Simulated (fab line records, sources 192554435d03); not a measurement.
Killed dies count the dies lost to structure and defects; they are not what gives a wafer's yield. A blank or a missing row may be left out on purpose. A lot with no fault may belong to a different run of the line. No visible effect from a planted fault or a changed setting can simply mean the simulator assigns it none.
Matching of chambers + flow n5 finfet + pecvd-01 running N5_BEOL_M0_SAQP_PECVD_03: 3 sister chambers
The step deposits SiCN from 3MS/NH3, target thk 12 nm, time 21.1 s. 6 wafers are shown with their chamber, then 7 later ones without.

WAFERS WITH THEIR CHAMBER
| wafer  | chamber | throttle valve pct (%) | showerhead plenum p Torr (Torr) |
|--------|---------|------------------------|---------------------------------|
| L719.5 | 2       | 8.4                    | 3.641                           |
| L724.4 | 2       | 8.1                    | 3.639                           |
| L723.3 | 0       | 10.1                   | 3.688                           |
| L723.5 | 0       | 10.2                   | 3.689                           |
| L735.2 | 1       | 9.4                    | 3.672                           |
| L735.3 | 1       | 9.7                    | 3.662                           |

WAFERS WHOSE CHAMBER IS MISSING
| wafer  | throttle valve pct (%) | showerhead plenum p Torr (Torr) |
|--------|------------------------|---------------------------------|
| L735.6 | 10.4                   | 3.691                           |
| L728.3 | 10.1                   | 3.695                           |
| L728.4 | 9.6                    | 3.673                           |
| L728.5 | 10.0                   | 3.685                           |
| L739.1 | 10.1                   | 3.687                           |
| L739.3 | 8.4                    | 3.637                           |
| L739.6 | 10.3                   | 3.683                           |

EACH ONE'S CHAMBER
| wafer  | from the rows above | in truth |
|--------|---------------------|----------|
| L735.6 | 0                   | 0        |
| L728.3 | 0                   | 0        |
| L728.4 | 1                   | 1        |
| L728.5 | 0                   | 0        |
| L739.1 | 0                   | 0        |
| L739.3 | 2                   | 2        |
| L739.6 | 0                   | 0        |
7 of 7 placed correctly. Left unplaced by these rows: 0. Placed wrongly: 0.
How it was worked out, from the rows above alone: a wafer's distance from a chamber is the root of the sum, over the readings, of the square of ((its reading less the chamber's mean) divided by the reading's scatter). If the next closest chamber is less than 2 further off than the closest, the wafer can't be placed; otherwise it belongs to the closest. The mean given for a chamber averages the wafers shown for that chamber. The scatter is the square root of a quotient: the sum, over the shown wafers, of each reading's squared deviation from its chamber's mean, divided by wafers minus chambers.
